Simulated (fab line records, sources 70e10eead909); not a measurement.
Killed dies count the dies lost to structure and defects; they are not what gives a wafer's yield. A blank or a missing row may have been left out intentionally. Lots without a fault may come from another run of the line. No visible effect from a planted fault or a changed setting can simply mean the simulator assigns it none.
fab line records	flow nandHarc
record: lots: 24	wafers: 72	lastDay: 34
route steps=1302 shown A_M1@1192 A_BONDPAD@1204 THIN_TSV@1271
lots that met no fault: from a run of the same line without faults
startH: start of the lot's first displayed wafer, in hours after the record's first day	waitH: time in hours since the lot's previous step	" repeats the value in the row above	L1.1+2: one row covering several wafers at once	- no value, or no start given	* or withheld: withheld	< > ~ a bound
route shown NAME@n: NAME is a module with steps in the file, n the number in the route of the first one	usual: mean and standard deviation over wafers with no fault	same: alike in all rows	chamber/n: place in a boat	sites: readings site by site	_std_site: the values' standard deviation	_edge_site: the outer-site mean with the inner-site mean subtracted	radiusMm: for every site, how far away it sits from the centre of the wafer	mask NAME#n: copy n	behind: tool/chamber where the wafer was last shaped	hold: cause of the lot's hold/its duration in hours/its outcome	device: names the non-switching transistor (n, p or np)	end of line: the same wafers' tests at the end of the route	a step given without rows: its recipe and nothing more	killed: count of dies lost to structure and defects at first sort (not the wafer's yield)	map: shows each die of a wafer: x if killed, . if not, _ if none is there
set.NAME: the setting as run; set.NAME@STEP: as run at that earlier step	model.NAME: the simulator's own value behind a step, which no gauge read
one table for each step of the route and one row for each wafer, over a sample of lots
services: the hour from which a tool's chamber was out of use, counted from the record's first day as startH (under 0 if before that day), plus the number of hours and why
== steps ==
step: NHARC_A_M1_PVD_21
recipe: targetThkA: 300	chamberPressurePa: 5	powerW: 5000	substrateTempC: 30	timeS: 20.49	material: Cu
usual: throttleValvePct: 29.8/0.98
lot.wafer	tool	chamber	startH	waitH	throttleValvePct
L074.2	pvdSputter-03	-	-	-	28.3
L074.3	"	-	"	"	28.5
L074.5	"	-	"	"	28.4
L075.4	pvdSputter-02	-	-	-	31.2
L075.1	"	-	"	"	30.5
L075.2	"	-	"	"	29.6
L077.2	pvdSputter-02	-	-	-	31.1
L077.1	"	-	"	"	30.7
L077.5	"	-	"	"	31.2
L076.4	pvdSputter-03	-	-	-	28.8
L076.6	"	-	"	"	28.9
L076.5	"	-	"	"	30.2
L078.3	pvdSputter-03	-	-	-	28.7
L078.1	"	-	"	"	30.1
L078.5	"	-	"	"	29.2
L079.1	pvdSputter-02	-	-	-	28.4
L079.3	"	-	"	"	29.7
L079.5	"	-	"	"	28.4
L080.2	pvdSputter-03	-	-	-	30.1
L080.5	"	-	"	"	29.1
L080.6	"	-	"	"	30.3
L081.1	pvdSputter-03	-	-	-	29.1
L081.4	"	-	"	"	28.6
L081.6	"	-	"	"	30.2
L082.1	pvdSputter-01	-	-	-	30.3
L082.2	"	-	"	"	31.0
L082.5	"	-	"	"	30.5
L084.2	pvdSputter-01	-	-	-	29.5
L084.4	"	-	"	"	30.4
L084.6	"	-	"	"	30.7
L083.3	pvdSputter-02	-	-	-	29.9
L083.4	"	-	"	"	28.5
L083.6	"	-	"	"	28.5
L085.4	pvdSputter-01	-	-	-	30.4
L085.3	"	-	"	"	30.5
L085.6	"	-	"	"	30.2
L086.3	pvdSputter-03	-	-	-	29.9
L086.1	"	-	"	"	28.6
L086.5	"	-	"	"	30.0
L087.1	pvdSputter-03	-	-	-	30.1
L087.2	"	-	"	"	28.3
L087.5	"	-	"	"	28.9
L089.3	pvdSputter-02	-	-	-	30.0
L089.1	"	-	"	"	29.7
L089.4	"	-	"	"	28.6
L088.4	pvdSputter-03	-	-	-	30.6
L088.2	"	-	"	"	29.1
L088.6	"	-	"	"	30.1
L091.4	pvdSputter-01	-	-	-	30.9
L091.3	"	-	"	"	29.2
L091.2	"	-	"	"	30.9
L090.1	pvdSputter-01	-	-	-	30.7
L090.3	"	-	"	"	30.4
L090.6	"	-	"	"	31.1
L095.2	pvdSputter-01	-	-	-	30.2
L095.3	"	-	"	"	30.9
L095.1	"	-	"	"	29.2
L092.3	pvdSputter-02	-	-	-	29.7
L092.4	"	-	"	"	30.1
L092.6	"	-	"	"	29.5
L093.3	pvdSputter-03	-	-	-	27.3
L093.1	"	-	"	"	29.6
L093.5	"	-	"	"	28.9
L094.2	pvdSputter-03	-	-	-	27.2
L094.6	"	-	"	"	27.3
L094.5	"	-	"	"	28.5
L096.2	pvdSputter-02	-	-	-	31.1
L096.5	"	-	"	"	28.7
L096.6	"	-	"	"	30.2
L097.3	pvdSputter-02	-	-	-	31.3
L097.2	"	-	"	"	29.6
L097.6	"	-	"	"	28.7
step: NHARC_A_M1_CMP_23
recipe: tOverpolishS: 20	targetThkNm: 154.34
usual: motorCurrentA: 11.6/1	timeToEndpointS: 27.9/2.1
same: tOverpolishS: 20
lot.wafer	tool	chamber	startH	waitH	motorCurrentA	timeToEndpointS
L074.3	cmp-04	3	527.29	-	9.8	27.9
L074.2	"	1	"	"	11.4	27.9
L074.5	"	0	"	"	12.3	27.2
L075.1	cmp-03	3	549.01	-	12.3	32.0
L075.2	"	0	"	"	10.8	29.2
L075.4	"	1	"	"	11.2	31.8
L077.1	cmp-03	1	549.32	-	12.0	30.9
L077.2	"	2	"	"	11.0	27.9
L077.5	"	1	"	"	12.0	27.8
L076.4	cmp-03	3	558.76	-	12.1	27.0
L076.5	"	3	"	"	11.6	24.6
L076.6	"	0	"	"	11.4	28.6
L078.3	cmp-03	1	563.37	-	11.9	27.0
L078.1	"	2	"	"	10.0	30.9
L078.5	"	0	"	"	11.4	29.7
L079.3	cmp-03	0	565.48	-	11.4	32.9
L079.1	"	3	"	"	11.3	32.8
L079.5	"	0	"	"	12.1	31.8
L080.2	cmp-04	1	591.15	-	10.9	29.2
L080.5	"	0	"	"	12.1	24.2
L080.6	"	1	"	"	11.2	27.7
L081.4	cmp-04	3	599.44	-	10.1	29.1
L081.1	"	2	"	"	10.6	27.6
L081.6	"	3	"	"	10.0	27.4
L082.1	cmp-04	3	616.87	-	10.3	29.1
L082.2	"	0	"	"	12.5	27.3
L082.5	"	3	"	"	10.7	30.4
L084.4	cmp-04	3	618.74	-	10.5	30.7
L084.2	"	0	"	"	11.4	27.3
L084.6	"	3	"	"	10.6	29.1
L083.4	cmp-04	3	621.94	-	10.0	28.0
L083.3	"	0	"	"	11.7	26.7
L083.6	"	0	"	"	11.3	27.2
L085.3	cmp-01	0	638.26	-	14.5	24.0
L085.4	"	1	"	"	11.5	25.0
L085.6	"	3	"	"	13.5	27.2
L086.1	cmp-01	3	639.16	-	13.0	28.5
L086.3	"	0	"	"	14.4	25.8
L086.5	"	3	"	"	12.9	30.2
L087.2	cmp-03	2	649.83	-	9.5	28.5
L087.1	"	3	"	"	11.7	27.9
L087.5	"	3	"	"	11.6	28.2
L089.4	cmp-01	1	665.31	-	10.7	26.8
L089.1	"	2	"	"	12.5	24.5
L089.3	"	0	"	"	14.1	22.2
L088.2	cmp-04	0	667.04	-	11.8	25.9
L088.4	"	1	"	"	11.1	29.2
L088.6	"	0	"	"	11.8	28.0
L091.2	cmp-01	2	681.72	-	12.5	24.5
L091.4	"	3	"	"	13.4	29.2
L091.3	"	0	"	"	13.9	27.7
L090.3	cmp-04	2	698.71	-	11.1	27.2
L090.1	"	3	"	"	10.4	28.8
L090.6	"	1	"	"	11.2	30.2
L095.1	cmp-01	1	715.85	-	11.9	27.3
L095.2	"	2	"	"	12.6	25.6
L095.3	"	3	"	"	12.6	27.1
L092.4	cmp-04	2	717.84	-	10.9	27.3
L092.3	"	1	"	"	10.9	26.6
L092.6	"	3	"	"	10.7	30.8
L093.3	cmp-04	0	719.14	-	11.4	25.4
L093.1	"	2	"	"	11.1	24.7
L093.5	"	0	"	"	12.1	23.9
L094.2	cmp-01	2	732.35	-	13.3	25.7
L094.5	"	3	"	"	13.0	28.8
L094.6	"	0	"	"	13.7	24.6
L096.2	cmp-03	3	768.18	-	11.9	30.4
L096.6	"	0	"	"	11.4	27.1
L096.5	"	1	"	"	12.3	28.5
L097.3	cmp-03	0	771.23	-	11.6	28.9
L097.2	"	2	"	"	10.8	28.1
L097.6	"	3	"	"	11.1	27.7
step: NHARC_A_M1_DEP_33
recipe: targetThkA: 300	tempC: 370	targetThkNm: 30	pressureTorr: 3	flowSccm: 200	rfW: 450	material: SiCN
usual: heaterPowerW: 574/66
lot.wafer	tool	chamber	startH	waitH	heaterPowerW
L074.2	pecvd-02	2	527.91	0.1	672
L074.3	"	1	"	"	560
L074.5	"	1	"	"	560
L075.1	pecvd-02	2	549.61	0.1	687
L075.2	"	0	"	"	497
L075.4	"	1	"	"	581
L077.2	pecvd-04	2	549.91	0.1	490
L077.1	"	0	"	"	539
L077.5	"	1	"	"	667
L076.4	pecvd-02	1	559.55	0.2	586
L076.6	"	1	"	"	586
L076.5	"	2	"	"	569
L078.3	pecvd-04	1	563.93	0.1	719
L078.1	"	0	"	"	501
L078.5	"	2	"	"	515
L079.1	pecvd-02	2	566.20	0.1	563
L079.3	"	1	"	"	551
L079.5	"	2	"	"	568
L080.2	pecvd-01	2	592.47	0.1	545
L080.5	"	1	"	"	640
L080.6	"	2	"	"	533
L081.1	pecvd-01	1	600.10	0.1	650
L081.6	"	0	"	"	561
L081.4	"	1	"	"	653
L082.2	pecvd-04	1	617.49	0.1	655
L082.1	"	0	"	"	504
L082.5	"	0	"	"	526
L084.2	pecvd-02	0	619.42	0.1	467
L084.4	"	2	"	"	612
L084.6	"	0	"	"	464
L083.3	pecvd-04	1	622.65	0.1	626
L083.4	"	2	"	"	523
L083.6	"	0	"	"	567
L085.3	pecvd-02	2	638.86	0.1	689
L085.6	"	2	"	"	706
L085.4	"	0	"	"	521
L086.1	pecvd-01	2	639.79	0.1	584
L086.3	"	0	"	"	552
L086.5	"	2	"	"	594
L087.2	pecvd-02	2	650.45	0.1	601
L087.1	"	1	"	"	574
L087.5	"	0	"	"	447
L089.1	pecvd-02	2	666.03	0.1	687
L089.4	"	1	"	"	519
L089.3	"	2	"	"	676
L088.2	pecvd-01	1	667.70	0.1	632
L088.6	"	0	"	"	545
L088.4	"	1	"	"	624
L091.3	pecvd-04	1	682.43	0.1	607
L091.2	"	2	"	"	514
L091.4	"	2	"	"	506
L090.1	pecvd-02	1	699.31	0.1	628
L090.3	"	2	"	"	671
L090.6	"	1	"	"	627
L095.3	pecvd-02	0	716.47	0.1	455
L095.1	"	1	"	"	600
L095.2	"	2	"	"	590
L092.3	pecvd-04	2	718.50	0.1	537
L092.4	"	1	"	"	614
L092.6	"	2	"	"	557
L093.1	pecvd-01	0	719.73	0.1	575
L093.3	"	2	"	"	575
L093.5	"	1	"	"	636
L094.2	pecvd-01	0	732.89	0.1	562
L094.6	"	1	"	"	634
L094.5	"	2	"	"	546
L096.2	pecvd-01	0	768.71	0.1	511
L096.5	"	0	"	"	495
L096.6	"	1	"	"	679
L097.2	pecvd-01	1	771.92	0.1	614
L097.3	"	2	"	"	553
L097.6	"	1	"	"	625
step: NHARC_A_BONDPAD_THK_MEAS_30
recipe: thkMeasGauge: ellipsometry
usual: thkNm: 200.2/1.5
lot.wafer	tool	chamber	startH	waitH	thkNm
L074.2	filmMetro-01	-	529.12	0.2	202.3
L074.3	"	-	"	"	200.0
L074.5	"	-	"	"	202.2
L075.1	filmMetro-01	-	550.83	0.2	202.9
L075.2	"	-	"	"	200.3
L075.4	"	-	"	"	201.9
L077.1	filmMetro-02	-	551.12	0.2	200.3
L077.2	"	-	"	"	199.4
L077.5	"	-	"	"	198.8
L076.4	filmMetro-01	-	560.76	0.2	201.8
L076.5	"	-	"	"	200.4
L076.6	"	-	"	"	202.3
L078.1	filmMetro-02	-	565.28	0.2	200.3
L078.3	"	-	"	"	201.9
L078.5	"	-	"	"	199.8
L079.1	filmMetro-02	-	567.61	0.1	203.1
L079.3	"	-	"	"	200.1
L079.5	"	-	"	"	200.8
L080.2	filmMetro-02	-	593.64	0.2	199.7
L080.5	"	-	"	"	199.3
L080.6	"	-	"	"	199.3
L081.1	filmMetro-02	-	601.32	0.2	201.5
L081.4	"	-	"	"	199.4
L081.6	"	-	"	"	199.0
L082.1	filmMetro-01	-	618.70	0.2	197.3
L082.2	"	-	"	"	199.7
L082.5	"	-	"	"	198.4
L084.2	filmMetro-02	-	620.54	0.2	199.6
L084.4	"	-	"	"	201.3
L084.6	"	-	"	"	202.1
L083.3	filmMetro-01	-	623.78	0.2	201.2
L083.4	"	-	"	"	200.0
L083.6	"	-	"	"	199.0
L085.3	filmMetro-01	-	640.03	0.2	199.3
L085.4	"	-	"	"	200.5
L085.6	"	-	"	"	199.8
L086.1	filmMetro-02	-	640.95	0.2	202.8
L086.3	"	-	"	"	203.0
L086.5	"	-	"	"	201.4
L087.1	filmMetro-02	-	651.65	0.2	199.1
L087.2	"	-	"	"	201.5
L087.5	"	-	"	"	201.6
L089.1	filmMetro-01	-	667.30	0.2	198.6
L089.3	"	-	"	"	197.0
L089.4	"	-	"	"	199.7
L088.2	filmMetro-02	-	668.86	0.2	198.4
L088.4	"	-	"	"	198.2
L088.6	"	-	"	"	194.4
L091.2	filmMetro-01	-	683.60	0.2	200.7
L091.3	"	-	"	"	199.2
L091.4	"	-	"	"	200.6
L090.1	filmMetro-02	-	700.48	0.2	200.3
L090.3	"	-	"	"	200.5
L090.6	"	-	"	"	201.1
L095.1	filmMetro-01	-	717.67	0.2	202.1
L095.2	"	-	"	"	199.8
L095.3	"	-	"	"	198.1
L092.3	filmMetro-01	-	719.68	0.2	199.4
L092.4	"	-	"	"	201.5
L092.6	"	-	"	"	202.1
L093.1	filmMetro-01	-	720.94	0.2	201.2
L093.3	"	-	"	"	203.5
L093.5	"	-	"	"	198.5
L094.2	filmMetro-02	-	734.19	0.2	198.4
L094.5	"	-	"	"	198.0
L094.6	"	-	"	"	198.9
L096.2	filmMetro-01	-	769.92	0.2	199.9
L096.5	"	-	"	"	199.1
L096.6	"	-	"	"	201.6
L097.2	filmMetro-02	-	773.13	0.2	201.3
L097.3	"	-	"	"	199.0
L097.6	"	-	"	"	200.4
step: NHARC_A_BONDPAD_ETCH_34
recipe: targetDepthA: 600	overetchA: 180	timeS: 65.91	ionEnergyEv: 200	n2FlowSccm: 150	h2FlowSccm: 150	arFlowSccm: 0	rfW: 400	biasW: 150	chemistry: N2/H2
usual: biasW: 150.0/0.5	drypumpMotorCurrentA: 5.9/0.36	h2FlowSccm: 150.0/0.49	n2FlowSccm: 150.0/0.47	oesProductAu: 0.998/0.0069	rfVppV: 431.7/2.6	showerheadPlenumPTorr: 2.08/0.093	throttleValvePct: 14.171/0.01
lot.wafer	tool	chamber	startH	waitH	biasW	drypumpMotorCurrentA	h2FlowSccm	n2FlowSccm	oesProductAu	rfHoursCounterH	rfVppV	showerheadPlenumPTorr	throttleValvePct
L074.2	rieDiel-03	2	529.98	0.1	149.4	5.9	150.3	150.3	1.006	9	428.9	1.98	14.170
L074.3	"	3	"	"	149.9	6.5	150.1	150.3	0.998	8	433.6	2.11	14.177
L074.5	"	3	"	"	149.8	6.5	150.7	150.5	0.994	-	433.1	2.11	14.187
L075.2	rieDiel-12	1	551.71	0.1	150.4	5.7	150.0	150.5	0.991	2	428.5	1.98	14.180
L075.1	"	3	"	"	149.7	5.4	150.0	150.5	0.995	2	434.4	2.19	14.167
L075.4	"	1	"	"	150.6	5.7	150.0	150.1	0.991	-	428.3	1.98	14.169
L077.1	rieDiel-11	1	551.99	0.1	149.2	5.7	149.0	150.2	1.017	37	428.1	1.95	14.166
L077.2	"	0	"	"	150.6	5.3	150.2	150.3	1.009	44	425.8	1.88	14.157
L077.5	"	1	"	"	149.7	5.8	149.4	150.3	1.009	-	429.5	1.95	14.174
L076.4	rieDiel-12	3	561.64	0.1	149.6	5.4	150.0	149.6	0.998	2	435.8	2.19	14.183
L076.5	"	2	"	"	149.9	6.3	149.8	149.5	0.999	-	428.4	2.00	14.164
L076.6	"	3	"	"	150.5	5.4	150.4	150.5	1.003	-	433.8	2.19	14.180
L078.1	rieDiel-12	2	566.02	0.1	150.2	6.3	149.7	149.3	0.993	1	428.8	2.00	14.187
L078.3	"	0	"	"	150.0	6.1	149.6	150.6	0.991	2	433.8	2.16	14.196
L078.5	"	2	"	"	149.9	6.3	149.6	149.6	0.999	-	430.0	2.00	14.158
L079.1	rieDiel-12	1	568.48	0.1	149.7	5.8	150.0	150.6	0.999	2	428.9	1.98	14.169
L079.3	"	2	"	"	150.2	6.3	149.9	150.7	0.993	1	431.0	2.00	14.168
L079.5	"	1	"	"	149.7	5.8	150.3	150.2	1.002	-	428.4	1.97	14.168
L080.2	rieDiel-12	1	594.52	0.1	149.3	5.8	149.9	149.7	0.990	3	428.9	1.98	14.183
L080.5	"	1	"	"	149.8	5.8	150.5	150.1	1.000	-	428.8	1.98	14.183
L080.6	"	2	"	"	150.2	6.3	150.5	150.7	0.991	-	429.9	2.00	14.182
L081.1	rieDiel-12	1	602.21	0.1	149.1	5.8	149.4	150.6	1.000	4	430.2	1.98	14.184
L081.4	"	2	"	"	150.1	6.3	150.0	150.1	0.998	3	429.1	2.00	14.176
L081.6	"	1	"	"	149.2	5.8	149.5	150.4	0.999	-	429.4	1.97	14.181
L082.2	rieDiel-12	3	619.56	0.1	149.2	5.4	149.5	149.7	1.000	4	435.2	2.19	14.173
L082.1	"	0	"	"	149.6	6.0	149.9	150.1	0.994	4	434.1	2.16	14.169
L082.5	"	3	"	"	149.6	5.4	150.4	149.3	0.994	-	434.7	2.19	14.165
L084.2	rieDiel-12	3	621.28	0.1	149.6	5.4	149.2	150.5	0.997	4	433.9	2.19	14.155
L084.4	"	2	"	"	150.0	6.3	149.5	150.1	1.002	3	429.3	2.00	14.180
L084.6	"	3	"	"	149.7	5.4	149.4	150.2	0.996	-	434.2	2.19	14.171
L083.4	rieDiel-11	0	624.65	0.1	150.5	5.3	150.1	149.1	0.994	1	435.6	2.22	14.167
L083.3	"	2	"	"	150.2	5.8	150.2	149.7	1.000	1	434.9	2.20	14.153
L083.6	"	0	"	"	150.2	5.3	149.8	149.3	0.984	-	434.3	2.22	14.177
L085.3	rieDiel-12	3	640.77	0.1	150.2	5.4	150.2	150.2	0.995	0	434.2	2.19	14.172
L085.4	"	0	"	"	150.7	6.1	150.5	149.3	0.994	0	433.3	2.16	14.181
L085.6	"	2	"	"	150.2	6.3	149.6	149.8	0.991	-	430.9	2.00	14.175
L086.3	rieDiel-12	2	641.81	0.1	150.3	6.3	150.1	150.1	0.986	0	430.2	2.00	14.165
L086.1	"	1	"	"	150.9	5.8	150.1	150.5	0.987	0	430.4	1.97	14.180
L086.5	"	3	"	"	150.1	5.4	149.7	149.1	0.995	-	434.6	2.19	14.177
L087.2	rieDiel-12	0	652.52	0.1	148.8	6.1	150.8	150.0	0.995	1	433.1	2.16	14.163
L087.1	"	2	"	"	150.2	6.3	150.3	150.1	0.996	1	430.3	2.00	14.187
L087.5	"	0	"	"	150.2	6.2	150.7	150.3	1.008	-	433.7	2.16	14.185
L089.4	rieDiel-12	1	668.17	0.1	148.8	5.8	149.6	150.3	0.985	2	426.5	1.97	14.155
L089.1	"	2	"	"	150.0	6.3	149.0	149.6	0.988	2	429.4	2.00	14.178
L089.3	"	3	"	"	149.5	5.4	150.6	150.7	0.998	2	434.2	2.19	14.150
L088.4	rieDiel-12	2	669.76	0.1	150.1	6.3	150.5	149.9	0.998	2	430.0	2.00	14.168
L088.2	"	3	"	"	149.5	5.4	150.4	149.4	1.001	2	433.8	2.19	14.178
L088.6	"	1	"	"	150.0	5.8	151.3	149.0	1.001	-	429.0	1.97	14.159
L091.4	rieDiel-03	1	684.34	0.1	151.3	6.1	149.7	149.5	1.005	4	432.5	2.12	14.175
L091.2	"	2	"	"	149.5	5.9	150.5	149.4	1.006	6	428.3	1.98	14.159
L091.3	"	3	"	"	149.8	6.5	150.1	150.2	1.010	6	432.3	2.10	14.157
L090.1	rieDiel-12	2	701.22	0.1	149.5	6.3	149.7	149.5	0.989	2	428.2	2.00	14.154
L090.3	"	0	"	"	149.9	6.1	150.0	149.6	0.992	2	435.1	2.16	14.167
L090.6	"	2	"	"	149.5	6.3	149.8	149.4	0.994	-	429.8	2.00	14.170
L095.2	rieDiel-12	2	718.53	0.1	150.3	6.3	149.7	150.0	0.997	2	431.3	2.00	14.173
L095.3	"	3	"	"	149.7	5.4	150.7	149.8	0.996	2	434.2	2.19	14.179
L095.1	"	1	"	"	150.3	5.7	150.7	150.6	0.992	2	429.3	1.97	14.172
L092.4	rieDiel-03	0	720.42	0.1	150.3	5.2	150.8	150.6	0.997	10	431.4	2.05	14.191
L092.3	"	2	"	"	150.8	5.9	149.9	150.3	1.002	11	428.0	1.97	14.163
L092.6	"	0	"	"	149.6	5.2	151.4	150.4	0.997	-	430.5	2.05	14.158
L093.3	rieDiel-12	2	721.80	0.1	150.0	6.3	150.2	149.2	0.985	3	429.2	2.00	14.181
L093.1	"	1	"	"	150.2	5.7	150.2	149.4	0.989	3	429.1	1.97	14.187
L093.5	"	3	"	"	151.1	5.4	149.8	150.2	1.004	-	435.2	2.19	14.161
L094.2	rieDiel-03	3	735.06	0.1	150.2	6.5	149.4	149.5	0.995	13	432.2	2.10	14.163
L094.5	"	2	"	"	150.7	5.9	150.3	150.3	1.007	-	428.2	1.97	14.189
L094.6	"	3	"	"	149.9	6.5	149.7	150.0	1.004	-	432.4	2.10	14.170
L096.2	rieDiel-11	2	770.81	0.1	150.3	5.8	150.1	150.0	1.001	49	436.4	2.18	14.156
L096.6	"	2	"	"	149.2	5.8	150.3	150.2	1.012	-	434.0	2.18	14.155
L096.5	"	3	"	"	150.2	5.7	150.2	149.5	0.996	-	431.9	2.08	14.169
L097.2	rieDiel-12	3	774.02	0.1	150.1	5.4	149.2	149.7	1.009	4	435.1	2.19	14.161
L097.3	"	1	"	"	149.1	5.8	150.8	149.9	0.987	4	429.8	1.97	14.165
L097.6	"	3	"	"	150.1	5.4	150.0	149.1	1.002	-	435.1	2.19	14.171
step: NHARC_THIN_TSV_PRE_CLEAN_50
recipe: timeS: 30	tempC: 280	gas: H2/He
usual: heaterPowerW: 394/34
lot.wafer	tool	chamber	startH	waitH	heaterPowerW
L074.2	pvdSputter-03	-	-	-	409
L074.3	"	-	"	"	385
L074.5	"	-	"	"	400
L075.2	pvdSputter-01	-	-	-	392
L075.4	"	-	"	"	431
L075.1	"	-	"	"	403
L077.1	pvdSputter-02	-	-	-	336
L077.2	"	-	"	"	415
L077.5	"	-	"	"	334
L078.3	pvdSputter-03	-	-	-	408
L078.1	"	-	"	"	405
L078.5	"	-	"	"	403
L076.4	pvdSputter-01	-	-	-	401
L076.5	"	-	"	"	450
L076.6	"	-	"	"	397
L079.1	pvdSputter-01	-	-	-	371
L079.3	"	-	"	"	379
L079.5	"	-	"	"	397
L080.2	pvdSputter-02	-	-	-	393
L080.6	"	-	"	"	398
L080.5	"	-	"	"	402
L081.4	pvdSputter-02	-	-	-	332
L081.1	"	-	"	"	405
L081.6	"	-	"	"	334
L084.2	pvdSputter-01	-	-	-	398
L084.4	"	-	"	"	409
L084.6	"	-	"	"	403
L082.2	pvdSputter-01	-	-	-	404
L082.1	"	-	"	"	380
L082.5	"	-	"	"	458
L083.4	pvdSputter-02	-	-	-	331
L083.3	"	-	"	"	381
L083.6	"	-	"	"	443
L085.3	pvdSputter-03	-	-	-	343
L085.4	"	-	"	"	383
L085.6	"	-	"	"	406
L086.1	pvdSputter-02	-	-	-	441
L086.3	"	-	"	"	404
L086.5	"	-	"	"	430
L087.1	pvdSputter-02	-	-	-	342
L087.2	"	-	"	"	380
L087.5	"	-	"	"	406
L089.3	pvdSputter-03	-	-	-	388
L089.4	"	-	"	"	359
L089.1	"	-	"	"	376
L088.4	pvdSputter-01	-	-	-	372
L088.2	"	-	"	"	461
L088.6	"	-	"	"	379
L091.2	pvdSputter-01	-	-	-	373
L091.4	"	-	"	"	406
L091.3	"	-	"	"	467
L090.1	pvdSputter-01	-	-	-	463
L090.3	"	-	"	"	404
L090.6	"	-	"	"	410
L095.2	pvdSputter-01	-	-	-	459
L095.3	"	-	"	"	369
L095.1	"	-	"	"	402
L092.4	pvdSputter-02	-	-	-	380
L092.3	"	-	"	"	411
L092.6	"	-	"	"	334
L093.3	pvdSputter-02	-	-	-	377
L093.1	"	-	"	"	410
L093.5	"	-	"	"	381
L094.2	pvdSputter-02	-	-	-	335
L094.5	"	-	"	"	340
L094.6	"	-	"	"	372
L096.2	pvdSputter-02	-	-	-	332
L096.5	"	-	"	"	403
L096.6	"	-	"	"	335
L097.2	pvdSputter-03	-	-	-	423
L097.3	"	-	"	"	361
L097.6	"	-	"	"	428
== services ==
tool	chamber	startH	hours	kind
pecvd-02	2	503.27	3.4	repair
pvdSputter-02	-	511.96	7.2	repair
pvdSputter-03	-	519.51	6.2	repair
pvdSputter-03	-	527.19	10.0	pm
rieDiel-12	1	538.50	3.1	repair
pvdSputter-01	-	544.48	23.1	repair
rieDiel-12	2	547.00	10.7	repair
rieDiel-12	1	575.73	5.0	repair
pvdSputter-01	-	590.55	10.0	pm
pvdSputter-01	-	612.23	2.2	repair
pvdSputter-03	-	621.66	4.8	repair
rieDiel-12	-	622.40	9.0	pm
pvdSputter-02	-	636.87	4.8	repair
pvdSputter-03	-	640.45	0.6	repair
pvdSputter-02	-	641.68	10.0	pm
pvdSputter-03	-	660.06	1.9	repair
pvdSputter-02	-	677.98	1.5	repair
pvdSputter-03	-	705.19	10.0	pm
pvdSputter-01	-	706.23	2.1	repair
pvdSputter-01	-	710.03	4.0	repair
rieDiel-12	2	749.35	18.5	repair
pvdSputter-03	-	752.05	0.5	repair
pvdSputter-03	-	753.27	1.1	repair
pvdSputter-01	-	768.55	10.0	pm
== key ==
fault none
